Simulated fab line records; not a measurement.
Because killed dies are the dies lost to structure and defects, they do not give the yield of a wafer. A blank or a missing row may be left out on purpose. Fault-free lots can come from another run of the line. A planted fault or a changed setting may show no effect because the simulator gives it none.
Matching of chambers :: flow n5 finfet :: pecvd-04 running N5_PASSIVATION_PECVD_01: 3 sister chambers
The step deposits SiNx from SiH4/NH3/N2, target thk 200 nm, time 43.2 s. 3 wafers are shown with their chamber, then 7 later ones without.

== EACH WAFER AND ITS CHAMBER ==
wafer: L603.1
chamber: 1
throttle valve pct (%): 29.5

wafer: L602.2
chamber: 2
throttle valve pct (%): 28.4

wafer: L602.4
chamber: 0
throttle valve pct (%): 31.9

== WAFERS WHOSE CHAMBER IS MISSING ==
wafer: L602.6
throttle valve pct (%): 29.1

wafer: L607.1
throttle valve pct (%): 28.6

wafer: L607.4
throttle valve pct (%): 28.7

wafer: L607.5
throttle valve pct (%): 28.6

wafer: L612.2
throttle valve pct (%): 28.5

wafer: L612.3
throttle valve pct (%): 32.0

wafer: L612.4
throttle valve pct (%): 32.0

== EACH ONE'S CHAMBER ==
wafer: L602.6
from the rows above: can't be placed: 1 or 2
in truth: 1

wafer: L607.1
from the rows above: 2
in truth: 2

wafer: L607.4
from the rows above: 2
in truth: 2

wafer: L607.5
from the rows above: 2
in truth: 2

wafer: L612.2
from the rows above: 2
in truth: 2

wafer: L612.3
from the rows above: 0
in truth: 0

wafer: L612.4
from the rows above: 0
in truth: 0
6 of 7 placed correctly. Can't be placed from these rows: 1 (the true chamber is among the candidates in 1). Number placed wrongly: 0.
How it was worked out, from the rows above alone: a wafer's distance from a chamber is the root of the sum, over the readings, of the square of ((its reading less the chamber's mean) divided by the reading's scatter). If the next closest chamber is less than 2 further off than the closest, the wafer can't be placed; otherwise it belongs to the closest. For every chamber, the mean is computed from those of its wafers that are shown. The scatter: with one shown wafer a chamber, the root of the mean of the squares of how far each hidden wafer lies from its nearest shown one.
